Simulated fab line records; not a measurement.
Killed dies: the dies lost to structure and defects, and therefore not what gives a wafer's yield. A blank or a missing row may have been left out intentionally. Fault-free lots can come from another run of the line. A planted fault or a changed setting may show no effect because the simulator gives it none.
Matching of chambers ; flow n5Finfet ; N5_DUMMY_GATE_ETCH_37 on rieDiel-01: 4 sister chambers
The step etches SOC in N2/H2, target depth 60 nm, overetch 30 nm. 18 wafers are shown with their chamber, then 9 later ones without.

## WAFERS PAIRED WITH THEIR CHAMBERS
wafer;chamber;showerheadPlenumPTorr (Torr);throttleValvePct (%);drypumpMotorCurrentA (A)
L827.4;1;2.46;17.49;5.8
L827.5;1;2.46;17.48;5.8
L827.6;0;2.67;18.00;5.7
L829.1;1;2.46;17.49;5.8
L829.3;0;2.67;18.01;5.8
L829.5;1;2.46;17.48;5.8
L830.1;1;2.46;17.48;5.8
L830.2;2;2.49;17.57;4.9
L830.5;1;2.46;17.49;5.8
L832.2;1;2.45;17.49;5.8
L832.4;3;2.48;17.58;4.7
L832.5;0;2.67;18.04;5.8
L833.1;3;2.48;17.57;4.7
L833.4;2;2.49;17.58;4.9
L833.6;2;2.49;17.58;4.9
L834.3;3;2.48;17.59;4.7
L834.4;2;2.49;17.59;5.0
L834.5;2;2.49;17.57;5.0

SIGNATURES, as means of the wafers listed above
reading;chamber 0;chamber 1;chamber 2;chamber 3;scatter within a chamber
showerheadPlenumPTorr;2.6700;2.4586;2.4900;2.4800;0.00247
throttleValvePct;18.0167;17.4857;17.5780;17.5800;0.0104
drypumpMotorCurrentA;5.767;5.800;4.940;4.700;0.0365
Rule: for a wafer and a chamber, the distance is found by dividing, reading by reading, the gap between the wafer's reading and the chamber's mean by the reading's scatter, squaring, summing and taking the root. If the next closest chamber is less than 2 further off than the closest, the wafer can't be placed; otherwise it belongs to the closest. The scatter: take each reading less its chamber's mean, square it, sum over the shown wafers, divide by the number of wafers less the number of chambers, and take the root.

## WAFERS WITHOUT THEIR CHAMBER
wafer;showerheadPlenumPTorr (Torr);throttleValvePct (%);drypumpMotorCurrentA (A)
L838.2;2.45;17.52;5.8
L838.4;2.49;17.60;4.9
L838.5;2.45;17.51;5.8
L840.1;2.48;17.60;4.9
L840.2;2.45;17.53;5.8
L840.3;2.66;18.07;5.8
L843.3;2.45;17.54;5.8
L843.4;2.66;18.06;5.7
L843.6;2.47;17.59;4.7

## EACH ONE'S CHAMBER
wafer;from the rows above;in truth
L838.2;1;1
L838.4;2;2
L838.5;1;1
L840.1;can't be placed: 2 or 3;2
L840.2;1;1
L840.3;0;0
L843.3;1;1
L843.4;0;0
L843.6;3;3
Correctly placed: 8 of 9. Not placeable from these rows: 1 (in 1, the candidates include the true chamber). Placed wrongly: 0.
